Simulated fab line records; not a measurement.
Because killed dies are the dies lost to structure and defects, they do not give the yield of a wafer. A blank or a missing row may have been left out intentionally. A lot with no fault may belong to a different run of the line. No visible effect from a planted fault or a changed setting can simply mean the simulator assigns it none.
A lot that was struck, set against a sound lot -- flow nand harc -- 13 out of 1302 route steps
Sound: these wafers, L959.2, L959.4, L959.6. The struck wafers were L951.1, L951.4, L951.5. The cause comes at the end.
For every step that has rows: the tool of each side, followed by ch and its chambers, followed by its first start. Under that, the readings that differ: sound wafers -- struck wafers -- difference of the means -- sigmas: that difference in standard deviations of wafers without a fault.
alike: same words and numbers on both sides, and readings whose means sit less than 2 such deviations apart. not compared: any withheld reading, any reading some wafer has no value for, any bound like >300 that may hide the same value, and any number with overlapping values for which the record gives no deviation.
A row with sigmas, a row that says differs or no value, or rows on one side alone: a step with any of these is where the two part. Numbers that have no deviation but don't overlap get no sigmas and don't part them. A reading that every wafer of one side lacks parts them only if that side has two wafers or more.

first, 1 step without rows for these wafers: NHARC_A_ONON_D1_DEP_06 (target thk 1000 nm).
NHARC_A_ONON_D1_THK_MEAS_08: measures by ellipsometry.
  sound on film metro-01 at day 14 22:59; struck on film metro-01 at day 11 12:59
  alike: thk nm
next comes 1 step that has no rows for these wafers: NHARC_A_ONON_D1_DEP_09 (target thickness 1000 nm).
NHARC_A_ONON_D1_THK_MEAS_11: measures by ellipsometry.
  sound on film metro-02 at day 14 23:35; struck on film metro-01 at day 11 13:33
  alike: thk nm
next comes 1 step that has no rows for these wafers: NHARC_A_ONON_D1_DEP_12 (target thickness 1000 nm).
NHARC_A_ONON_D1_THK_MEAS_14: measures by ellipsometry.
  sound on film metro-01 at day 15 00:09; struck on film metro-02 at day 11 14:07
  alike: thk nm
then, 2 steps without rows for these wafers: NHARC_A_ONON_D1_ANNEAL_15 (time 3600 s); NHARC_A_ONON_D1_DEP_16 (target thk 1000 nm).
NHARC_A_ONON_D1_THK_MEAS_18: measures by ellipsometry.
  sound on film metro-01 at day 15 08:30; struck on film metro-01 at day 11 21:58
  alike: thk nm
next comes 1 step that has no rows for these wafers: NHARC_A_ONON_D1_DEP_19 (target thickness 1000 nm).
NHARC_A_ONON_D1_THK_MEAS_21: measures by ellipsometry.
  sound on film metro-02 at day 15 09:04; struck on film metro-01 at day 11 22:32
  alike: thk nm
NHARC_A_ONON_D1_DEP_22: target thk 1000 nm.
  sound on pecvd onon-03 ch 0, day 15 09:11; struck on pecvd onon-03, day 11 22:35
  no value came back on the struck wafers for n2 flow sccm (sccm), n2o flow sccm (sccm), nh3 flow sccm (sccm), sih4 flow sccm (sccm); on the sound wafers n2 flow sccm (sccm) reads 2765 2755 2751
-- jump in the record: it breaks off in module A_ONON_D1 and resumes in module END (first step shown: number 1302 of the route), and 16 days separate the struck wafers' starts before and after --
NHARC_END_SORT_01:
  the record has rows for the struck wafers here (prober-02 ch 0, day 28 03:37) and none for the sound ones

## WHERE THEY PART
Last at NHARC_END_SORT_01 as far as this record goes, first at NHARC_A_ONON_D1_DEP_22.

WHY: what had been put in by the simulator
Skipped step whole: pecvd onon-03, from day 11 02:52 on, at NHARC_A_ONON_D1_DEP_22. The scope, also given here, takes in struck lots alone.
